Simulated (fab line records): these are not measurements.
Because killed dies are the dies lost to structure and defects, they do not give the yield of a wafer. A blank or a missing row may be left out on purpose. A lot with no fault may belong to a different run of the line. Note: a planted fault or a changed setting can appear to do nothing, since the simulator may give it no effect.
Matching of chambers	flow n5Finfet	3 sister chambers for N5_BEOL_M9_CURE_72 on uvCure-03
The step cures SiCOH lowk, time 120 s. 3 wafers are shown with their chamber, then 12 later ones without.

WAFERS, EACH WITH ITS CHAMBER
wafer	chamber	wafer_temp_C_max
L086.5	2	372.4
L087.5	1	372.8
L089.5	0	371.1

WAFERS MISSING THEIR CHAMBER
wafer	wafer_temp_C_max
L092.3	371.0
L092.4	371.5
L092.5	371.3
L090.4	371.0
L090.5	371.9
L090.6	371.7
L093.1	372.0
L093.2	372.6
L093.6	372.1
L095.2	372.3
L095.3	372.3
L095.6	371.6

WHICH CHAMBER EACH ONE RAN IN
wafer	from the rows above	in truth
L092.3	0	0
L092.4	can't be placed: 0 or 2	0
L092.5	0	0
L090.4	0	0
L090.5	can't be placed: 2 or 0 or 1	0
L090.6	can't be placed: 0 or 2 or 1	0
L093.1	can't be placed: 2 or 1 or 0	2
L093.2	can't be placed: 1 or 2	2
L093.6	can't be placed: 2 or 1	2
L095.2	can't be placed: 2 or 1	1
L095.3	can't be placed: 2 or 1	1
L095.6	can't be placed: 0 or 2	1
Correctly placed: 3 of 12. Cannot be placed on the basis of these rows: 9; the candidates contain the true chamber in 8. Wrongly placed: 0.
How it was worked out, from the rows above alone: a wafer's distance from a chamber is the root of the sum, over the readings, of the square of ((its reading less the chamber's mean) divided by the reading's scatter). If the next closest chamber is less than 2 further off than the closest, the wafer can't be placed; otherwise it belongs to the closest. For every chamber, the mean is computed from those of its wafers that are shown. The scatter: with one shown wafer a chamber, the root of the mean of the squares of how far each hidden wafer lies from its nearest shown one.
